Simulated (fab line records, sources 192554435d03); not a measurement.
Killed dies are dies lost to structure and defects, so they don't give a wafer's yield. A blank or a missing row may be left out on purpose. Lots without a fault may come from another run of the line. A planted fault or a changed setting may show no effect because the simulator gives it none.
fab line records | flow n5_finfet
record lots=11 wafers=30 last_day=16
route steps=1938 shown BEOL_M4@1111 BEOL_M6@1261 BEOL_M7@1276 PASSIVATION@1936
lots that met no fault: from a run of the same line without faults
start_h: hours from the record's first day to the start of the lot's first wafer shown | wait_h: hours since the lot's step before | " the same as in the row above | L1.1+2: a row that stands for several wafers | - no value, or no start given | * or withheld: withheld | < > ~ a bound
route shown NAME@n: a module of which the file shows steps, and the number in the route of the first | usual: mean/standard deviation of fault-free wafers | same: alike in all rows | chamber/n: place in a boat | sites: the reading at each site | _std_site: their standard deviation | _edge_site: outer sites' mean less inner sites' | radius_mm: how far each site lies from the wafer's centre | mask NAME#n: copy n | behind: the tool/chamber that last shaped the wafer | hold: why the lot was held/for how many hours/how that ended | device: the transistor (n, p or np) that didn't switch | end of line: the same wafers' tests at the end of the route | a step without rows: its recipe alone | killed: dies lost to structure and defects at the first sort, not the wafer's yield | map: a wafer's dies, x killed, . not, _ none there
set.NAME: the setting as run; set.NAME@STEP: as run at that earlier step | model.NAME: the simulator's own value behind a step, which no gauge read
steps of the route over a sample of lots; a table a step, a row a wafer
services: from which hour (start_h, from the record's first day; less than 0 if before it) a tool's chamber was out of use, for how many hours, and why
## steps
# step N5_BEOL_M4_RC_MEAS_101
# usual DIBL_N=36.3/1.6 DIBL_P=36.2/2.1 IOFF_N=0.16/0.031 IOFF_P=0.21/0.034 ION_N=673/11 ION_P=461/7.4 SS_N=71.6/0.55 SS_P=73.3/0.66 VT_N=251/3.2 VT_P=-251/3.5
# columns lot.wafer tool chamber start_h wait_h DIBL_N[mV/V] DIBL_P[mV/V] IOFF_N[nA/um] IOFF_P[nA/um] ION_N[uA/um] ION_P[uA/um] SS_N[mV/dec] SS_P[mV/dec] VT_N[mV] VT_P[mV]
L197.3 prober-02 0 159.98 0.3 36.3 36.0 0.14 0.21 683 471 71.0 73.8 254 -254
L197.5 " 0 " " 36.8 36.5 0.14 0.21 665 462 71.5 73.4 253 -253
L197.6 " 0 " " 38.4 37.9 0.17 0.25 676 464 71.2 74.0 250 -251
L198.2 prober-02 0 163.25 0.2 33.4 33.4 0.12 0.15 664 452 70.8 72.9 258 -254
L198.6 " 0 " " 35.0 36.1 0.15 0.20 661 453 71.6 73.3 249 -251
L199.2 prober-01 0 180.04 0.2 37.1 37.1 0.18 0.21 673 458 72.1 74.2 248 -250
L199.5 " 0 " " 34.0 33.1 0.12 0.16 648 447 71.8 72.7 254 -255
L199.6 " 0 " " 35.2 35.2 0.15 0.18 679 456 72.0 73.1 250 -254
L200.1 prober-02 0 185.05 0.0 36.0 35.8 0.14 0.22 661 460 72.0 73.4 255 -250
L200.3 " 0 " " 38.8 39.2 0.20 0.28 679 467 71.9 74.3 249 -244
L200.6 " 0 " " 38.9 39.4 0.19 0.28 675 473 72.2 74.7 248 -244
L202.1 prober-01 0 192.87 0.0 39.4 39.1 0.25 0.27 681 460 72.0 74.2 244 -247
L202.4 " 0 " " 39.9 40.1 0.24 0.28 683 461 72.9 74.2 245 -247
L202.5 " 0 " " 40.0 39.6 0.26 0.28 683 464 72.5 73.5 246 -248
L203.4 prober-01 0 205.19 0.5 34.9 34.1 0.12 0.17 655 452 70.8 72.7 253 -255
L203.6 " 0 " " 36.1 35.5 0.14 0.18 669 454 71.9 72.6 255 -254
L204.2 prober-01 0 209.78 0.2 34.9 32.9 0.12 0.18 653 457 71.0 73.2 255 -252
L204.4 " 0 " " 35.7 33.0 0.14 0.19 677 462 70.8 72.8 251 -253
L206.3 prober-01 0 211.20 0.3 34.6 34.2 0.14 0.17 675 458 71.9 73.1 252 -255
L206.4 " 0 " " 36.0 36.7 0.18 0.20 683 469 71.6 73.8 249 -251
L206.5 " 0 " " 35.9 36.5 0.17 0.20 694 469 72.3 74.3 249 -252
L207.2 prober-01 0 222.41 0.2 35.0 33.8 0.13 0.17 672 456 70.8 72.5 256 -254
L207.3 " 0 " " 37.7 36.7 0.19 0.21 676 456 72.4 73.1 249 -251
L207.6 " 0 " " 36.8 34.5 0.15 0.18 661 453 71.7 72.5 253 -254
L216.2 prober-01 0 273.49 0.2 36.9 37.1 0.16 0.18 670 454 71.6 73.1 251 -258
L216.3 " 0 " " 33.8 33.7 0.11 0.13 662 446 70.9 72.7 256 -262
L216.5 " 0 " " 36.6 37.1 0.16 0.17 682 459 71.5 73.2 249 -258
L218.2 prober-01 0 295.65 0.2 34.2 32.7 0.10 0.14 656 455 70.4 71.8 257 -254
L218.3 " 0 " " 37.2 37.0 0.15 0.19 667 456 71.2 72.6 251 -253
L218.4 " 0 " " 36.9 36.4 0.14 0.19 666 463 71.6 72.9 252 -255
# step N5_BEOL_M6_RS_MEAS_57
# recipe thk_meas_gauge=four-point-probe reads=Cu_of_BEOL_M6_ECD_50+Co_of_BEOL_M6_CVD_78+TaN_of_BEOL_M6_ALD_77
# usual M6_RS=0.288/0.0089
# columns lot.wafer tool chamber start_h wait_h M6_RS[ohm/sq]
L197.3 film_metro-02 - 182.37 0.1 0.273
L197.5 " - " " 0.289
L197.6 " - " " 0.276
L198.2 film_metro-02 - 183.22 0.1 0.285
L198.6 " - " " 0.283
L199.2 film_metro-01 - 196.93 0.1 0.286
L199.5 " - " " 0.297
L199.6 " - " " 0.292
L200.1 film_metro-01 - 209.87 0.1 0.277
L200.3 " - " " 0.299
L200.6 " - " " 0.299
L202.1 film_metro-01 - 213.96 0.1 0.291
L202.4 " - " " 0.294
L202.5 " - " " 0.269
L203.4 film_metro-01 - 224.67 0.1 0.273
L203.6 " - " " 0.290
L204.2 film_metro-01 - 231.62 0.1 0.276
L204.4 " - " " 0.292
L206.3 film_metro-02 - 233.24 0.1 0.291
L206.4 " - " " 0.276
L206.5 " - " " 0.301
L207.2 film_metro-02 - 242.92 0.1 0.292
L207.3 " - " " 0.272
L207.6 " - " " 0.291
L216.2 film_metro-01 - 292.90 0.1 0.297
L216.3 " - " " 0.294
L216.5 " - " " 0.300
L218.2 film_metro-02 - 313.80 0.1 0.295
L218.3 " - " " 0.283
L218.4 " - " " 0.276
# step N5_BEOL_M6_INSPECT_58
# recipe inspect_instrument=darkfield mode=post_dep
# usual raw_defect_count=66/19
# columns lot.wafer tool chamber start_h wait_h raw_defect_count
L197.3 defect_inspect-01 - 182.40 0.0 39
L197.5 " - " " 74
L197.6 " - " " 45
L198.2 defect_inspect-01 - 183.25 0.0 100
L198.6 " - " " 78
L199.2 defect_inspect-01 - 196.95 0.0 53
L199.5 " - " " 75
L199.6 " - " " 87
L200.1 defect_inspect-02 - 209.89 0.0 77
L200.3 " - " " 48
L200.6 " - " " 82
L202.1 defect_inspect-01 - 213.98 0.0 44
L202.4 " - " " 73
L202.5 " - " " 57
L203.4 defect_inspect-01 - 224.70 0.0 50
L203.6 " - " " 55
L204.2 defect_inspect-02 - 231.65 0.0 76
L204.4 " - " " 77
L206.3 defect_inspect-01 - 233.27 0.0 47
L206.4 " - " " 58
L206.5 " - " " 85
L207.2 defect_inspect-01 - 242.94 0.0 61
L207.3 " - " " 92
L207.6 " - " " 67
L216.2 defect_inspect-01 - 292.93 0.0 48
L216.3 " - " " 41
L216.5 " - " " 50
L218.2 defect_inspect-02 - 313.82 0.0 80
L218.3 " - " " 45
L218.4 " - " " 54
# step N5_BEOL_M7_CD_MEAS_11
# recipe target_cd_nm=38.5 landing_energy_ev=500 detector=se_inlens polarity=opening
# usual cd_nm=38.6/0.5
# same landing_energy_ev=500
# columns lot.wafer tool chamber start_h wait_h cd_nm
L197.3 cd_sem-01 0 183.87 - 38.1
L197.5 " 0 " " 37.8
L197.6 " 0 " " 38.6
L198.2 cd_sem-03 0 184.35 - 38.5
L198.6 " 0 " " 38.2
L199.2 cd_sem-01 0 200.49 - 38.8
L199.5 " 0 " " 39.0
L199.6 " 0 " " 38.9
L200.1 cd_sem-03 0 212.16 - 38.1
L200.3 " 0 " " 38.4
L200.6 " 0 " " 37.7
L202.1 cd_sem-03 0 215.77 - 38.6
L202.4 " 0 " " 37.5
L202.5 " 0 " " 38.4
L203.4 cd_sem-01 0 226.12 - 38.4
L203.6 " 0 " " 37.7
L204.2 cd_sem-03 0 233.42 - 37.9
L204.4 " 0 " " 38.2
L206.3 cd_sem-02 0 234.94 - 38.0
L206.4 " 0 " " 37.8
L206.5 " 0 " " 37.7
L207.2 cd_sem-01 0 246.33 - 39.4
L207.3 " 0 " " 38.8
L207.6 " 0 " " 38.7
L216.2 cd_sem-02 0 294.79 - 38.7
L216.3 " 0 " " 38.7
L216.5 " 0 " " 38.7
L218.2 cd_sem-01 0 315.43 - 38.7
L218.3 " 0 " " 37.9
L218.4 " 0 " " 38.5
# step N5_BEOL_M7_EXPOSE_25
# recipe mask_id=V6 na=0.33 source_shape=annular sigma_inner=0.4 sigma_outer=0.8 polarization=unpolarized target_cd_nm=40 dose_mj=42.5
# usual exposure_dose_mJ_cm2=42.48/0.038 stage_msd_nm=0.912/0.011
# same sigma_inner=0.4
# columns lot.wafer tool chamber start_h wait_h mask exposure_dose_mJ_cm2 stage_msd_nm
L197.3 euv_scanner-02 0 185.77 - V6#0 42.46 0.930
L197.5 " 0 " " V6#0 42.44 0.924
L197.6 " 0 " " V6#0 42.48 0.924
L198.2 euv_scanner-02 0 185.84 - V6#0 42.47 0.925
L198.6 " 0 " " V6#0 42.45 0.922
L199.2 euv_scanner-02 0 204.22 - V6#0 42.49 0.924
L199.5 " 0 " " V6#0 42.42 0.924
L199.6 " 0 " " V6#0 42.50 0.925
L200.1 euv_scanner-02 0 212.96 - V6#0 42.41 0.923
L200.3 " 0 " " V6#0 42.48 0.926
L200.6 " 0 " " V6#0 42.49 0.927
L202.1 euv_scanner-02 0 216.87 - V6#0 42.46 0.922
L202.4 " 0 " " V6#0 42.46 0.923
L202.5 " 0 " " V6#0 42.47 0.922
L203.4 euv_scanner-01 0 227.16 - V6#0 42.50 0.889
L203.6 " 0 " " V6#0 42.46 0.893
L204.2 euv_scanner-02 0 235.39 - V6#0 42.50 0.922
L204.4 " 0 " " V6#0 42.47 0.924
L206.3 euv_scanner-02 0 235.86 - V6#0 42.44 0.922
L206.4 " 0 " " V6#0 42.51 0.920
L206.5 " 0 " " V6#0 42.49 0.921
L207.2 euv_scanner-01 0 248.38 - V6#0 42.51 0.898
L207.3 " 0 " " V6#0 42.48 0.895
L207.6 " 0 " " V6#0 42.44 0.895
L216.2 euv_scanner-01 0 295.91 - V6#0 46.03 0.912
L216.3 " 0 " " V6#0 46.01 0.909
L216.5 " 0 " " V6#0 46.06 0.912
L218.2 euv_scanner-02 0 319.73 - V6#0 42.53 0.913
L218.3 " 0 " " V6#0 42.44 0.910
L218.4 " 0 " " V6#0 42.51 0.912
# step N5_BEOL_M7_CD_MEAS_28
# recipe target_cd_nm=40 landing_energy_ev=500 detector=se_inlens
# usual cd_nm=39.92/0.26
# same landing_energy_ev=500
# columns lot.wafer tool chamber start_h wait_h cd_nm
L197.3 cd_sem-03 0 185.89 - 39.51
L197.5 " 0 " " 40.39
L197.6 " 0 " " 40.10
L198.2 cd_sem-02 0 185.97 - 40.01
L198.6 " 0 " " 39.80
L199.2 cd_sem-02 0 204.34 - 39.98
L199.5 " 0 " " 40.41
L199.6 " 0 " " 40.07
L200.1 cd_sem-02 0 213.09 - 39.94
L200.3 " 0 " " 39.80
L200.6 " 0 " " 39.99
L202.1 cd_sem-03 0 217.00 - 39.95
L202.4 " 0 " " 39.71
L202.5 " 0 " " 39.90
L203.4 cd_sem-01 0 227.27 - 40.03
L203.6 " 0 " " 39.85
L204.2 cd_sem-02 0 235.52 - 39.88
L204.4 " 0 " " 40.22
L206.3 cd_sem-02 0 235.98 - 39.27
L206.4 " 0 " " 39.62
L206.5 " 0 " " 40.14
L207.2 cd_sem-01 0 248.51 - 39.42
L207.3 " 0 " " 39.82
L207.6 " 0 " " 39.90
L216.2 cd_sem-01 0 296.03 - 33.44
L216.3 " 0 " " 30.81
L216.5 " 0 " " 31.82
L218.2 cd_sem-03 0 319.85 - 39.83
L218.3 " 0 " " 39.43
L218.4 " 0 " " 39.98
# step N5_PASSIVATION_PROBE_49
# usual defect_limited_yield=91.5/1.5 killed_at_M0_to_M3=32/9.4 killed_at_M4_up=12/5.1 killed_at_contacts=11/7.4 killed_at_front_end=41/11 killed_at_other=3.4/2.5 killed_dies=100/17 killed_on_rim=13/4.4 killed_open=65/14 killed_short=33/7 sort_bin_4_leakage=0.00/0.01 sort_bin_5_function=4.9/0.96 sort_bin_6_memory=3.1/0.7 sort_bin_8_speed=0.00/0.01 sort_n_pass=1080/17 sort_yield_pct=91.5/1.5
# same gross_dies=1180 killed_at_back_side=0
# columns lot.wafer tool chamber start_h wait_h defect_limited_yield[%] killed_at_M0_to_M3 killed_at_M4_up killed_at_contacts killed_at_front_end killed_at_other killed_dies killed_on_rim killed_open killed_short sort_bin_4_leakage[%] sort_bin_5_function[%] sort_bin_6_memory[%] sort_bin_8_speed[%] sort_n_pass sort_yield_pct[%]
L216.2 prober-01 - 359.84 0.1 0 19 1099 8 49 5 1180 152 51 32 0 4.0 3.0 0 0 0
L216.3 prober-01 - 359.89 0.1 0 38 1096 10 34 2 1180 152 62 26 0 5.3 2.5 0 0 0
L216.5 prober-01 - 359.99 0.2 0 32 1111 5 31 1 1180 152 47 25 0 3.8 2.7 0 0 0
# killed by level:class
L216.2 BEOL_M7:area_expose=1097 STI_FIN_REVEAL:geometric_particle:open=9 GATE_CUT:geometric_particle:short=9 MOL_CONTACT_COAG:geometric_particle:open=8 BEOL_M2:geometric_particle:open=7 FIN_SAQP:geometric_particle:open=6 BEOL_M0_SAQP:geometric_particle:short=6 BEOL_M0_SAQP:geometric_particle:open=5
L216.3 BEOL_M7:area_expose=1090 BEOL_M2:geometric_particle:open=15 STI_FIN_REVEAL:geometric_particle:open=8 MOL_CONTACT_COAG:geometric_particle:open=6 BEOL_M1:geometric_particle:open=5 BEOL_M1:geometric_particle:short=5 FIN_SAQP:geometric_particle:short=4 SPACER0:geometric_particle:open=4
L216.5 BEOL_M7:area_expose=1107 FIN_SAQP:geometric_particle:open=8 BEOL_M0_SAQP:geometric_particle:open=8 BEOL_M3:geometric_particle:open=7 BEOL_M2:geometric_particle:open=6 GATE_CUT:geometric_particle:short=5 MOL_CONTACT_COAG:geometric_particle:open=4 FIN_SAQP:geometric_particle:short=3
## services
# columns tool chamber start_h hours kind
euv_scanner-01 - 166.24 5.8 pm
euv_scanner-01 - 174.23 1.2 repair
euv_scanner-02 - 179.71 1.0 pm
euv_scanner-01 - 185.75 1.0 pm
euv_scanner-02 0 221.96 - calibration
euv_scanner-02 - 225.07 5.8 pm
euv_scanner-01 - 241.90 1.0 pm
euv_scanner-01 0 272.15 - calibration
euv_scanner-02 - 292.01 1.0 pm
euv_scanner-01 - 294.23 0.9 repair
euv_scanner-01 - 298.08 1.0 pm
euv_scanner-02 - 300.38 12.0 pm
euv_scanner-01 - 312.38 4.6 pm
## key
first_sign step=N5_BEOL_M7_EXPOSE_25 reading=exposure_dose_mJ_cm2 direction=up sigmas=93 usual=42.48 struck=46.04
effect step=N5_BEOL_M7_CD_MEAS_28 reading=cd_nm direction=down sigmas=31 usual=39.92 struck=32.02 through=control_loop
effect step=N5_PASSIVATION_PROBE_49 reading=killed_at_M4_up direction=up sigmas=99+ usual=12 struck=1102
more_kills_born_at N5_BEOL_M7_EXPOSE_25@euv_scanner-01=3294
met_at N5_BEOL_M7_EXPOSE_25
struck_lots L216
later_rows_left_out L216.2,L216.3,L216.5
loop_trim step=N5_BEOL_M7_EXPOSE_25 setting=dose lots=L216
not_acting_at N5_BEOL_M6_RS_MEAS_57,N5_BEOL_M6_INSPECT_58,N5_BEOL_M7_CD_MEAS_11
onset_between 248.38 295.91
fault kind=process_parameter_drift tool=euv_scanner-01 chamber=- onset_h=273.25 steps=N5_BEOL_M7_EXPOSE_25 channel=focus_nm offset=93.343 spread_by_wafer=0.3 shape=step end_h=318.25
# later_rows_left_out: the simulator's readings of these wafers behind a module that went badly wrong aren't trusted and aren't shown, but for the sort
# loop_trim: a control loop set the setting to another value than it would have without faults
